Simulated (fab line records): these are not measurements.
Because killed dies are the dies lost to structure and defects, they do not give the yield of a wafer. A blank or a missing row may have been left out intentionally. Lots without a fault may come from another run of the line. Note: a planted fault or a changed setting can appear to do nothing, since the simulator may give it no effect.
A lot that was struck, set against a sound lot :: flow nandHarc :: 15 steps out of a route of 1302
Sound: the wafers L998.1, L998.2, L998.3. Struck: wafers L114.2, L114.3, L114.4. The cause is given at the end.
Per side, at each step with rows, come the tool, then ch with its chambers, and then its first start. Under that, the readings that differ: sound wafers :: struck wafers :: difference of the means :: sigmas: that difference in standard deviations of wafers without a fault.
alike: a reading whose means differ by less than 2 such deviations, as well as words and numbers matching on both sides. not compared: withheld readings; readings where some wafer has no value; bounds like >300 that might hide an equal value; numbers whose values overlap and for which the record gives no deviation.
The two part at a step that has a row with sigmas, a row that says differs or no value, or rows on one side only. When numbers do not overlap yet have no deviation, they are printed without sigmas and do not part them. A reading missing from all wafers of one side parts the sides only when that side holds two or more wafers.

first, 1 step without rows for these wafers: NHARC_A_CONTACT_ETCH_137 (etches the open film in C4F8/O2/Ar, time 311 s, target depth 1912 nm).
NHARC_A_CONTACT_ETCH_138: etches the open film in C4F8/O2/Ar, time 311 s, target depth 1914 nm.
  sound on harCapEtch-03 ch 0,1, day 24 03:02; struck on harCapEtch-02 ch 0,1, day 30 18:40
  not compared: rfHoursCounterH
NHARC_A_CONTACT_ETCH_139: etches the open film in C4F8/O2/Ar, time 195 s, target depth 840 nm.
  sound on harCapEtch-03 ch 0,1, day 24 03:18; struck on harCapEtch-02 ch 0,1, day 30 18:56
  not compared: rfHoursCounterH
then, 2 steps without rows for these wafers: NHARC_A_CONTACT_ETCH_92 (etches the open film in CH3F/O2, target depth 40 nm, time 85.7 s); NHARC_A_CONTACT_ETCH_98 (etches the open film in C4F6/O2, target depth 20 nm, time 10 s).
NHARC_A_CONTACT_CD_MEAS_15:
  sound on cdSem-02, day 24 04:05; struck on cdSem-03, day 30 19:40
  alike: cdNm
then, 3 steps without rows for these wafers: NHARC_A_CONTACT_STRIP_107 (strips in N2/H2); NHARC_A_CONTACT_STRIP_108 (strips in CF4/CHF3); NHARC_A_CONTACT_STRIP_109 (strips in O2/COS).
NHARC_A_CONTACT_ETCH_110: etches the open film in CF4/O2, target depth 60 nm, overetch 6 nm, time 33 s.
  sound on rieDiel-10 ch 0,1,2, day 24 04:23; struck on rieDiel-05 ch 0,2,3, day 30 19:59
reading: rfHoursCounterH (h)
sound: 48 45 39
struck: 17 18 16
difference: -27
sigmas: 
  alike: drypumpMotorCurrentA, oes_f_703_au, oesProductAu, rfVppV, showerheadPlenumPTorr, throttleValvePct
NHARC_A_CONTACT_STRIP_26: strips in O2.
  sound on rieDiel-10 ch 1,2,3; struck on rieDiel-05 ch 0,1,2
reading: rfHoursCounterH (h)
sound: 48 52 45
struck: 17 18 18
difference: -31
sigmas: 
  alike: drypumpMotorCurrentA, oesProductAu, rfVppV, showerheadPlenumPTorr, throttleValvePct
then, 1 step without rows for these wafers: NHARC_A_CONTACT_STRIP_27 (strips in post etch residue remover, time 600 s).
NHARC_A_CONTACT_ALD_18: deposits TiN, target thk 3 nm, pulse time 1 s, ald cycles 150.
  sound on aldMetal-01 ch 0,2, day 24 05:01; struck on aldMetal-01 ch 1,2,3, day 30 20:38
  no value came back on the struck wafers for aldCycles, heaterPowerOuterW (W), heaterPowerW (W), precursorPulseHeightRel; on the sound wafers aldCycles reads 150 150 150
  not compared: sinceWetCleanH
NHARC_A_CONTACT_CVD_19: deposits W, target thk 300 nm, time 802 s.
  sound on cvdW-02 ch 0,1, day 24 05:23; struck on cvdW-02 ch 0,1
  alike: heaterPowerW, mfcH2Sccm, throttleValvePct
  not compared: sinceWetCleanH
NHARC_END_SORT_01:
  here the record holds rows for the struck wafers (prober-01 ch 0, day 32 18:41) but none for the sound ones

## WHERE THEY PART
Last at NHARC_END_SORT_01 as far as this record goes, first at NHARC_A_CONTACT_ALD_18.

WHY: whatever the simulator had introduced
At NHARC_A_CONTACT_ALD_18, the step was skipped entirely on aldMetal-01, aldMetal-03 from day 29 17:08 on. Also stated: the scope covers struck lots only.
